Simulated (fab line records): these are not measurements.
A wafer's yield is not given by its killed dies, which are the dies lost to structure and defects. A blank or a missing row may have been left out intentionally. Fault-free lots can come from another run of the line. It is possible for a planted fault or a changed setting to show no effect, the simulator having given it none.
Matching of chambers ; flow n5_finfet ; 3 sister chambers for N5_BEOL_M6_DEP_56 on pecvd-03
The step deposits SiCN from 3MS/NH3, target thk 10 nm, time 17.5 s. 3 wafers are shown with their chamber, then 8 later ones without.

== WAFERS PAIRED WITH THEIR CHAMBERS ==
wafer;chamber;throttle_valve_pct (%)
L086.4;2;7.8
L086.6;0;8.6
L087.2;1;9.6

== WAFERS WITHOUT THEIR CHAMBER ==
wafer;throttle_valve_pct (%)
L087.4;8.7
L087.6;9.5
L090.2;9.3
L090.3;9.0
L090.5;9.6
L096.3;8.1
L096.5;8.4
L096.6;9.5

== THE CHAMBER EACH PASSED THROUGH ==
wafer;from the rows above;in truth
L087.4;0;0
L087.6;1;1
L090.2;can't be placed: 1 or 0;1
L090.3;can't be placed: 0 or 1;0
L090.5;1;1
L096.3;can't be placed: 2 or 0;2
L096.5;can't be placed: 0 or 2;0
L096.6;1;1
Correctly placed: 4 of 8. Cannot be placed on the basis of these rows: 4; the candidates contain the true chamber in 4. Placed wrongly: 0.
How it was worked out, from the rows above alone: a wafer's distance from a chamber is the root of the sum, over the readings, of the square of ((its reading less the chamber's mean) divided by the reading's scatter). If the next closest chamber is less than 2 further off than the closest, the wafer can't be placed; otherwise it belongs to the closest. Each chamber's mean is taken over the wafers shown for it. The scatter (one wafer shown for each chamber): square how far every hidden wafer sits from the nearest shown wafer, average those squares and take the square root.
